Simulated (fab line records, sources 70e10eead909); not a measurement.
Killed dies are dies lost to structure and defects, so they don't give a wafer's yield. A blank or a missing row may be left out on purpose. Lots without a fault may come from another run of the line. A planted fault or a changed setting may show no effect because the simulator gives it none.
fab line records | flow nand_harc
record lots=14 wafers=42 last_day=34
route steps=1302 shown P_M1@312 P_M2@333
lots that met no fault: from a run of the same line without faults
start_h: hours from the record's first day to the start of the lot's first wafer shown | wait_h: hours since the lot's step before | " the same as in the row above | L1.1+2: a row that stands for several wafers | - no value, or no start given | * or withheld: withheld | < > ~ a bound
route shown NAME@n: a module of which the file shows steps, and the number in the route of the first | usual: mean/standard deviation of fault-free wafers | same: alike in all rows | chamber/n: place in a boat | sites: the reading at each site | _std_site: their standard deviation | _edge_site: outer sites' mean less inner sites' | radius_mm: how far each site lies from the wafer's centre | mask NAME#n: copy n | behind: the tool/chamber that last shaped the wafer | hold: why the lot was held/for how many hours/how that ended | device: the transistor (n, p or np) that didn't switch | end of line: the same wafers' tests at the end of the route | a step without rows: its recipe alone | killed: dies lost to structure and defects at the first sort, not the wafer's yield | map: a wafer's dies, x killed, . not, _ none there
set.NAME: the setting as run; set.NAME@STEP: as run at that earlier step | model.NAME: the simulator's own value behind a step, which no gauge read
steps of the route over a sample of lots; a table a step, a row a wafer
services: from which hour (start_h, from the record's first day; less than 0 if before it) a tool's chamber was out of use, for how many hours, and why
## steps
# step NHARC_P_M1_THK_MEAS_24
# recipe thk_meas_gauge=xrf
# usual thk_nm=157.6/1.6
# columns lot.wafer tool chamber start_h wait_h thk_nm
L861.1 film_metro-02 - 131.40 - 159.8
L861.2 " - " " 156.9
L861.5 " - " " 158.9
L863.2 film_metro-02 - 147.68 - 157.7
L863.5 " - " " 157.3
L863.6 " - " " 156.4
L864.1 film_metro-02 - 153.88 - 156.5
L864.2 " - " " 158.0
L864.4 " - " " 159.0
L866.1 film_metro-01 - 182.52 - 156.5
L866.2 " - " " 155.8
L866.6 " - " " 155.1
L867.1 film_metro-02 - 183.46 - 158.2
L867.4 " - " " 161.0
L867.6 " - " " 158.5
L868.1 film_metro-02 - 197.64 - 156.0
L868.4 " - " " 153.4
L868.6 " - " " 157.1
L869.1 film_metro-02 - 206.70 - 159.2
L869.2 " - " " 160.2
L869.4 " - " " 160.4
L871.2 film_metro-01 - 224.85 - 155.8
L871.3 " - " " 155.3
L871.4 " - " " 156.9
L878.3 film_metro-01 - 292.12 - 155.7
L878.5 " - " " 157.4
L878.6 " - " " 157.2
L879.1 film_metro-02 - 308.55 - 158.0
L879.5 " - " " 156.6
L879.6 " - " " 158.2
L880.2 film_metro-01 - 318.23 - 157.5
L880.3 " - " " 156.7
L880.6 " - " " 156.9
L882.2 film_metro-02 - 334.90 - 155.4
L882.3 " - " " 159.2
L882.6 " - " " 157.8
L883.1 film_metro-02 - 348.91 - 157.6
L883.3 " - " " 158.6
L883.6 " - " " 157.1
L884.2 film_metro-02 - 364.11 - 158.0
L884.5 " - " " 154.0
L884.6 " - " " 157.6
# step NHARC_P_M2_ETCH_15
# recipe target_depth_a=1825 time_s=91.2 c4f8_flow_sccm=withheld ar_flow_sccm=400 rf_w=600 bias_w=300 chemistry=C4F8/Ar
# usual chamber_pressure_mTorr=24.998/0.021 oes_product_au=0.938/0.027 rf_vpp_V=441.0/2.4
# columns lot.wafer tool chamber start_h wait_h chamber_pressure_mTorr oes_product_au rf_hours_counter_h rf_vpp_V
L861.1 rie_diel-03 1 - - 24.974 0.909 0 440.0
L861.2 " 3 " " 24.984 0.906 1 439.4
L861.5 " 1 " " 25.030 0.900 - 441.6
L863.2 rie_diel-05 1 - - 24.992 0.990 5 438.4
L863.6 " 1 " " 25.031 0.993 - 437.4
L863.5 " 2 " " 24.977 0.983 - 442.9
L864.4 rie_diel-04 0 - - 24.959 0.924 11 438.3
L864.1 " 2 " " 24.992 0.900 13 442.9
L864.2 " 3 " " 24.963 0.901 13 440.1
L866.1 rie_diel-03 3 - - 25.015 0.909 3 439.4
L866.2 " 0 " " 24.963 0.953 3 441.5
L866.6 " 0 " " 24.987 0.947 - 439.5
L867.1 rie_diel-03 2 - - 24.964 0.989 3 439.0
L867.4 " 3 " " 24.953 0.961 3 438.6
L867.6 " 0 " " 24.986 0.986 - 439.9
L868.1 rie_diel-04 1 - - 25.007 0.953 1 444.3
L868.4 " 2 " " 25.024 0.958 2 443.9
L868.6 " 1 " " 25.003 0.956 - 444.9
L869.2 rie_diel-03 1 - - 25.013 0.902 4 440.5
L869.1 " 2 " " 24.999 0.909 4 438.0
L869.4 " 2 " " 25.007 0.920 - 437.5
L871.3 rie_diel-05 3 - - 24.992 0.940 8 444.6
L871.4 " 0 " " 24.988 0.934 8 441.3
L871.2 " 2 " " 25.009 0.932 8 441.0
L878.3 rie_diel-03 2 - - 24.999 0.981 0 438.3
L878.5 " 0 " " 25.002 0.953 - 441.6
L878.6 " 1 " " 25.015 0.956 - 439.5
L879.1 rie_diel-04 2 - - 24.988 0.906 7 445.0
L879.5 " 3 " " 24.943 0.916 - 442.0
L879.6 " 0 " " 25.009 0.923 - 438.5
L880.2 rie_diel-05 1 - - 25.006 0.960 3 438.3
L880.3 " 3 " " 24.986 0.949 3 444.7
L880.6 " 3 " " 24.984 0.957 - 445.5
L882.2 rie_diel-03 3 - - 25.020 0.914 1 439.5
L882.3 " 1 " " 24.991 0.912 1 439.7
L882.6 " 3 " " 25.005 0.922 - 438.5
L883.1 rie_diel-05 2 - - 24.990 0.958 4 442.5
L883.3 " 1 " " 24.995 0.978 4 438.4
L883.6 " 3 " " 24.995 0.992 - 446.2
L884.2 rie_diel-05 1 - - 25.006 0.933 5 438.5
L884.5 " 2 " " 24.992 0.923 - 442.9
L884.6 " 3 " " 24.996 0.931 - 445.6
# step NHARC_P_M2_CD_MEAS_16
# usual cd_nm=169.5/1
# columns lot.wafer tool chamber start_h wait_h cd_nm
L861.1 cd_sem-03 - 133.56 - 168.7
L861.2 " - " " 168.8
L861.5 " - " " 170.4
L863.2 cd_sem-03 - 149.75 - 170.2
L863.5 " - " " 169.0
L863.6 " - " " 169.5
L864.1 cd_sem-02 - 155.92 - 169.4
L864.2 " - " " 170.9
L864.4 " - " " 170.8
L866.1 cd_sem-01 - 184.49 - 170.0
L866.2 " - " " 169.8
L866.6 " - " " 170.3
L867.1 cd_sem-03 - 185.39 - 167.5
L867.4 " - " " 170.0
L867.6 " - " " 168.7
L868.1 cd_sem-01 - 199.55 - 171.2
L868.4 " - " " 169.8
L868.6 " - " " 168.8
L869.1 cd_sem-03 - 208.78 - 168.6
L869.2 " - " " 170.0
L869.4 " - " " 169.4
L871.2 cd_sem-02 - 226.89 - 169.2
L871.3 " - " " 169.4
L871.4 " - " " 169.4
L878.3 cd_sem-02 - 294.32 - 171.1
L878.5 " - " " 170.5
L878.6 " - " " 170.8
L879.1 cd_sem-02 - 310.72 - 169.6
L879.5 " - " " 171.1
L879.6 " - " " 169.7
L880.2 cd_sem-01 - 320.46 - 168.2
L880.3 " - " " 170.6
L880.6 " - " " 171.5
L882.2 cd_sem-02 - 337.08 - 168.5
L882.3 " - " " 170.9
L882.6 " - " " 170.1
L883.1 cd_sem-01 - 351.09 - 170.4
L883.3 " - " " 168.8
L883.6 " - " " 168.7
L884.2 cd_sem-01 - 366.02 - 168.6
L884.5 " - " " 169.3
L884.6 " - " " 169.1
# step NHARC_P_M2_PVD_20
# recipe target_thk_a=50 bias_v=168.6 power_w=15000 chamber_pressure_pa=0.12 time_s=8.06 substrate_temp_c=50 material=TaN
# usual bias_v=168.6/1.7 cathode_dc_power_W=15000/2.5 throttle_valve_pct=29.5/0.86
# columns lot.wafer tool chamber start_h wait_h bias_v cathode_dc_power_W throttle_valve_pct
L861.2 pvd_sputter-01 - 134.39 - 167.9 15001 27.3
L861.1 " - " " 171.1 15004 30.2
L861.5 " - " " 167.0 15001 27.1
L863.2 pvd_sputter-02 - 150.61 - 168.3 15000 28.8
L863.6 " - " " 168.4 14998 29.8
L863.5 " - " " 172.5 14995 30.3
L864.2 pvd_sputter-03 - 156.80 - 170.4 15000 30.9
L864.4 " - " " 169.1 15006 28.5
L864.1 " - " " 167.1 14997 29.7
L866.1 pvd_sputter-03 - 185.32 - 168.0 15002 30.4
L866.2 " - " " 168.6 15000 29.7
L866.6 " - " " 169.9 15004 28.7
L867.1 pvd_sputter-03 - 186.24 - 169.7 15003 28.8
L867.4 " - " " 166.1 14994 29.7
L867.6 " - " " 170.5 15002 30.6
L868.4 pvd_sputter-02 - 200.39 - 170.7 15003 28.9
L868.1 " - " " 170.1 14997 29.7
L868.6 " - " " 166.9 14997 30.4
L869.1 pvd_sputter-03 - 209.60 - - - -
L869.4 " - " " - - -
L869.2 " - " " - - -
L871.3 pvd_sputter-02 - 228.16 - - - -
L871.2 " - " " - - -
L871.4 " - " " - - -
L878.3 pvd_sputter-01 - 295.23 - 167.4 14998 29.0
L878.5 " - " " 169.2 15002 30.2
L878.6 " - " " 169.8 15001 27.6
L879.1 pvd_sputter-02 - 311.67 - 167.9 14995 30.1
L879.5 " - " " 170.1 15006 29.6
L879.6 " - " " 169.7 15000 29.4
L880.2 pvd_sputter-01 - 321.34 - 169.5 14998 30.0
L880.3 " - " " 169.8 15002 27.9
L880.6 " - " " 171.0 15005 29.3
L882.3 pvd_sputter-02 - 337.90 - 169.2 15003 30.2
L882.2 " - " " 169.4 15001 29.0
L882.6 " - " " 171.9 15004 29.7
L883.3 pvd_sputter-02 - 351.94 - 166.9 14999 30.0
L883.1 " - " " 170.5 15001 30.1
L883.6 " - " " 168.1 14996 29.2
L884.2 pvd_sputter-02 - 366.87 - 171.1 15003 29.7
L884.5 " - " " 170.1 15001 30.2
L884.6 " - " " 165.5 15003 29.9
## services
# columns tool chamber start_h hours kind
rie_diel-05 1 114.36 2.4 repair
pvd_sputter-01 - 144.54 1.9 repair
pvd_sputter-03 - 170.00 10.0 pm
rie_diel-04 - 177.90 9.0 pm
pvd_sputter-03 - 182.46 2.2 repair
pvd_sputter-02 - 183.48 7.7 repair
pvd_sputter-01 - 192.34 3.2 repair
rie_diel-03 3 207.45 1.3 repair
pvd_sputter-03 - 214.92 15.2 repair
rie_diel-05 2 217.09 1.3 repair
pvd_sputter-01 - 226.00 10.0 pm
rie_diel-05 - 229.60 9.0 pm
rie_diel-03 - 253.44 2.4 repair
rie_diel-05 1 260.49 10.0 repair
rie_diel-03 - 281.30 9.0 pm
pvd_sputter-02 - 282.00 10.0 pm
rie_diel-05 2 298.23 6.3 repair
rie_diel-05 1 302.01 4.9 repair
rie_diel-05 0 312.78 8.1 repair
pvd_sputter-01 - 321.62 2.4 repair
rie_diel-03 3 323.44 2.5 repair
rie_diel-03 3 328.56 1.7 repair
pvd_sputter-03 - 344.39 3.8 repair
rie_diel-04 - 354.90 9.0 pm
## key
first_sign step=NHARC_P_M2_PVD_20 reading=tool_record direction=missing
effect none on later readings
met_at NHARC_P_M2_PVD_20
struck_lots L869,L871
later_rows_left_out L869.1,L869.2,L869.4,L871.2,L871.3,L871.4
sort_left_out L869.1,L869.2,L869.4,L871.2,L871.3,L871.4
not_acting_at NHARC_P_M1_THK_MEAS_24,NHARC_P_M2_ETCH_15,NHARC_P_M2_CD_MEAS_16
onset_between 200.39 209.60
fault kind=skipped_step_whole tool=pvd_sputter-02,pvd_sputter-03 chamber=- onset_h=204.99 steps=NHARC_P_M2_PVD_20 scope=struck_lots_only
# sort_left_out: the simulated sort isn't trusted on such a fault, so these wafers' sort isn't shown, and their yield isn't known
# later_rows_left_out: the simulator's readings of these wafers behind a module that went badly wrong aren't trusted and aren't shown, but for the sort
